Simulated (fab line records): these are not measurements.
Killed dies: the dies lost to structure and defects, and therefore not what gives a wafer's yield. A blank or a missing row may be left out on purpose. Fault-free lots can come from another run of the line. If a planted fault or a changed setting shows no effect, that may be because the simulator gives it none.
Split-lot experiment / flow n5Finfet / route with 1938 steps; 7 lots, 21 wafers read

== THE SPLIT ==
At N5_BEOL_M7_ETCH_61 (etches SiARC in CF4, target depth 45.5 nm, time 75.8 s), the setting sourceW was moved away from the recipe's 545 W on 4 of the 21 wafers read, by -17.7% to +11.0%. For the rest of the wafers, this setting stayed at what the recipe calls for.

The reading is taken at the split's own step.

== THE READING ==
rfVppV, in V, at N5_BEOL_M7_ETCH_61 (etches SiARC in CF4, target depth 45.5 nm, time 75.8 s). A value of 184.2 V with a standard deviation of 1 V is what fault-free wafers of this fab line usually give.

wafer=L076.1; tool, chamber at the split=rieDiel-03, 2; sourceW as run, W=545; against the recipe=recipe; rfVppV, V=183.6; against lot-mates on the recipe=-
wafer=L076.5; tool, chamber at the split=rieDiel-03, 2; sourceW as run, W=545; against the recipe=recipe; rfVppV, V=184.3; against lot-mates on the recipe=-
wafer=L076.6; tool, chamber at the split=rieDiel-03, 1; sourceW as run, W=545; against the recipe=recipe; rfVppV, V=183.6; against lot-mates on the recipe=-
wafer=L080.4; tool, chamber at the split=rieDiel-03, 1; sourceW as run, W=545; against the recipe=recipe; rfVppV, V=183.8; against lot-mates on the recipe=-
wafer=L080.5; tool, chamber at the split=rieDiel-03, 2; sourceW as run, W=545; against the recipe=recipe; rfVppV, V=184.9; against lot-mates on the recipe=-
wafer=L080.6; tool, chamber at the split=rieDiel-03, 1; sourceW as run, W=448.5; against the recipe=-17.7%; rfVppV, V=196.5; against lot-mates on the recipe=+12.1
wafer=L082.3; tool, chamber at the split=rieDiel-05, 0; sourceW as run, W=545; against the recipe=recipe; rfVppV, V=185.0; against lot-mates on the recipe=-
wafer=L082.4; tool, chamber at the split=rieDiel-05, 1; sourceW as run, W=545; against the recipe=recipe; rfVppV, V=185.1; against lot-mates on the recipe=-
wafer=L082.6; tool, chamber at the split=rieDiel-05, 1; sourceW as run, W=545; against the recipe=recipe; rfVppV, V=184.6; against lot-mates on the recipe=-
wafer=L083.3; tool, chamber at the split=rieDiel-05, 1; sourceW as run, W=545; against the recipe=recipe; rfVppV, V=185.7; against lot-mates on the recipe=-
wafer=L083.4; tool, chamber at the split=rieDiel-05, 0; sourceW as run, W=605; against the recipe=+11.0%; rfVppV, V=177.5; against lot-mates on the recipe=-7.8
wafer=L083.5; tool, chamber at the split=rieDiel-05, 3; sourceW as run, W=545; against the recipe=recipe; rfVppV, V=184.9; against lot-mates on the recipe=-
wafer=L084.1; tool, chamber at the split=rieDiel-03, 3; sourceW as run, W=545; against the recipe=recipe; rfVppV, V=184.0; against lot-mates on the recipe=-
wafer=L084.3; tool, chamber at the split=rieDiel-03, 2; sourceW as run, W=545; against the recipe=recipe; rfVppV, V=184.4; against lot-mates on the recipe=-
wafer=L084.6; tool, chamber at the split=rieDiel-03, 0; sourceW as run, W=600.5; against the recipe=+10.2%; rfVppV, V=179.4; against lot-mates on the recipe=-4.8
wafer=L085.1; tool, chamber at the split=rieDiel-05, 1; sourceW as run, W=545; against the recipe=recipe; rfVppV, V=184.2; against lot-mates on the recipe=-
wafer=L085.3; tool, chamber at the split=rieDiel-05, 2; sourceW as run, W=545; against the recipe=recipe; rfVppV, V=185.3; against lot-mates on the recipe=-
wafer=L085.6; tool, chamber at the split=rieDiel-05, 0; sourceW as run, W=545; against the recipe=recipe; rfVppV, V=184.4; against lot-mates on the recipe=-
wafer=L096.3; tool, chamber at the split=rieDiel-03, 1; sourceW as run, W=545; against the recipe=recipe; rfVppV, V=183.6; against lot-mates on the recipe=-
wafer=L096.5; tool, chamber at the split=rieDiel-03, 0; sourceW as run, W=545; against the recipe=recipe; rfVppV, V=184.3; against lot-mates on the recipe=-
wafer=L096.6; tool, chamber at the split=rieDiel-03, 1; sourceW as run, W=471.6; against the recipe=-13.5%; rfVppV, V=192.3; against lot-mates on the recipe=+8.4

FIT RESULTS
A straight line over all 21 wafers: rfVppV changes by -0.62 V for each +1% of sourceW; r = -0.98; the points scatter about the line by 0.7 V.
The same after taking each lot's own level away (the mean of its wafers on the recipe; 21 wafers): -0.641 V for each +1%; r = -0.99; scatter 0.59 V.
That fit puts the effect of the largest move of sourceW on the reading at 11 V.
The lots' own levels span 183.83 to 185.30 V, that is 1.5 times the standard deviation above.
The two slopes are in agreement: the lot-to-lot level therefore moves the slope only a little.
Check: for one of the wafers moved furthest among these (-17.7%), held out of the fit, the line's prediction against its lot-mates is +10.8 V. Against them it came out at +12.1 V.
Tool readings at the split's step, against how far the setting was moved: etchRfOnTimeS r = -0.96; rfVppV r = -0.98.

== FURTHER SPLITS ON THESE WAFERS ==
Before the reading, these wafers also passed through other splits. Each is held against what the fit with the lots' levels taken away leaves over:
other split on the same wafers=N5_BEOL_M3_COAT_67 spinRpm; wafers away from the commonest value=3; r with rfVppV (lot level and that fit taken away)=+0.28
other split on the same wafers=N5_BEOL_M3_COAT_22 spinRpm; wafers away from the commonest value=7; r with rfVppV (lot level and that fit taken away)=-0.04
other split on the same wafers=N5_BEOL_M5_COAT_22 spinRpm; wafers away from the commonest value=8; r with rfVppV (lot level and that fit taken away)=+0.13
other split on the same wafers=N5_BEOL_M5_TRENCH_ETCH_37 biasW; wafers away from the commonest value=7; r with rfVppV (lot level and that fit taken away)=+0.25
other split on the same wafers=N5_BEOL_M5_ETCH_41 sourceW; wafers away from the commonest value=2; r with rfVppV (lot level and that fit taken away)=-0.08
other split on the same wafers=N5_BEOL_M6_EXPOSE_25 doseMj; wafers away from the commonest value=8; r with rfVppV (lot level and that fit taken away)=-0.51
other split on the same wafers=N5_BEOL_M6_ETCH_66 biasW; wafers away from the commonest value=8; r with rfVppV (lot level and that fit taken away)=+0.23

== THE WHOLE CHAIN: every reading that the file lists as answering this split, in the file's order ==
step=N5_BEOL_M7_ETCH_61; what it does=etches SiARC in CF4, target depth 45.5 nm, time 75.8 s; reading=etchRfOnTimeS; change (the file's fit)=withheld for each +1% of the setting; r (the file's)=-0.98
step=N5_BEOL_M7_ETCH_61; what it does=etches SiARC in CF4, target depth 45.5 nm, time 75.8 s; reading=rfVppV; change (the file's fit)=-0.644 V for each +1% of the setting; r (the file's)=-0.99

== THE FILE'S OWN FIT ==
rfVppV changes by -0.644 V for each +1% of sourceW, r = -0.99.
